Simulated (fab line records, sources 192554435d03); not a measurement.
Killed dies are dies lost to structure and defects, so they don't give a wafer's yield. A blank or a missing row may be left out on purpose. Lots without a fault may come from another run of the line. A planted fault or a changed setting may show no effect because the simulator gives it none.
Problem report in the 8D (eight disciplines) form, filled by code | flow n5_finfet | the parts of the form that need people (team, actions taken, sign-off) are left out

1. THE PROBLEM
rf_fwd_power_W at N5_SD_EPI_N_ETCH_35 reads a mean of 3707 W on 1 wafer of 1 lot; wafers without a fault read 2995 W with a standard deviation of 8.7. That is +82 standard deviations from the usual mean.
The step: etches SOC in N2/H2, overetch 108 nm, time 486 s.
First seen on wafer L439.6, day 7 08:44, on rie_diel-05. The record holds 24 wafers of 8 lots with a number at this step. Rule for "out", or "out of limits": more than 4 standard deviations from the usual mean. The other wafers with a number count as sound.

2. WHAT IT IS AND WHAT IT IS NOT
question                    | is                       | is not
which readings at this step | rf_fwd_power_W, rf_vpp_V | bias_w, drypump_motor_current_A, oes_product_au, showerhead_plenum_p_Torr, throttle_valve_pct
which lots                  | L439                     | L424, L430, L434, L435, L437, L441, L445
which wafers of those lots  | L439.6                   | L439.1, L439.3
read on which tools         | rie_diel-05              | rie_diel-01, rie_diel-04
when                        | from day 7 08:44         | up to then (17 sound wafers); but 6 sound wafers of L441, L445 came after

3. SUSPECTS, AND WHAT RULES EACH OUT
Counting: a tool at a process step up to the reading stays a suspect if it ran every lot that is out. Sound lots after the first of them don't rule it out here, since some wafers of a struck lot are sound.
- rie_si-06 at N5_DUMMY_GATE_ETCH_32 (etches SiO2 in CF4, target depth 3.5 nm, time 3.9 s): kept. It ran the lot that is out, L439 (day 7 06:52); its last sound lot up to then is L424 (day 3 11:19).
- rie_si-06 at N5_DUMMY_GATE_ETCH_44 (etches poly-Si in HBr/O2, stops on SiO2, target depth 127.5 nm): kept. It ran the lot that is out, L439 (day 7 06:57); its last sound lot up to then is L424 (day 3 11:24).
- rie_diel-05 at N5_SD_EPI_N_ETCH_35 (etches SOC in N2/H2, overetch 108 nm, time 486 s): kept. It ran the lot that is out, L439 (day 7 08:44); its last sound lot up to then is L437 (day 6 23:56). Its own readings are out on those wafers: rf_fwd_power_W, rf_vpp_V.
- Within rie_si-06 at N5_DUMMY_GATE_ETCH_32: the wafers that are out ran in chamber 1; their sound lot-mates ran in chambers 0, 2.
- Within rie_si-06 at N5_DUMMY_GATE_ETCH_44: the wafers that are out ran in chamber 1; their sound lot-mates ran in chambers 0, 2.
- Within rie_diel-05 at N5_SD_EPI_N_ETCH_35: the wafers that are out ran in chamber 1; their sound lot-mates ran in chambers 0, 2.
Left after counting: rie_si-06 at N5_DUMMY_GATE_ETCH_32, rie_si-06 at N5_DUMMY_GATE_ETCH_44, rie_diel-05 at N5_SD_EPI_N_ETCH_35.

4. THE CAUSE (what the simulator had put in)
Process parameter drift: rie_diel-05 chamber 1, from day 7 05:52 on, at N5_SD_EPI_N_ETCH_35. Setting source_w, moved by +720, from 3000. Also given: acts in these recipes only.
Counting left 3 suspects, and this tool is among them.

5. THE CHAIN OF EFFECTS, in route order
Each row: a reading whose mean over the struck wafers that have a number lies more than 3 standard deviations from the usual. Only readings for which the record gives a usual standard deviation are gone through. hours: the time from each lot's start at the first step in this table that gives one to its start at this step, as a median over the lots. sigmas: the change in usual standard deviations.
hours | step                | reading        | usual   | on struck wafers | change | sigmas
0     | N5_SD_EPI_N_ETCH_35 | rf_fwd_power_W | 2995 W  | 3707             | +712   | +82
0     | N5_SD_EPI_N_ETCH_35 | rf_vpp_V       | 240.8 V | 224.0            | -16.8  | -13
The process steps in it:
- N5_SD_EPI_N_ETCH_35: etches SOC in N2/H2, overetch 108 nm, time 486 s.
Later measuring or inspecting steps at which every struck wafer that the step has a row for has a number for every such reading, and none has moved that far: N5_BEOL_M4_RC_MEAS_101.

6. WHAT WOULD HAVE CAUGHT IT SOONER
In this record the first reading out of limits was taken at day 7 08:44, 3 hours after the fault began at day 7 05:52.
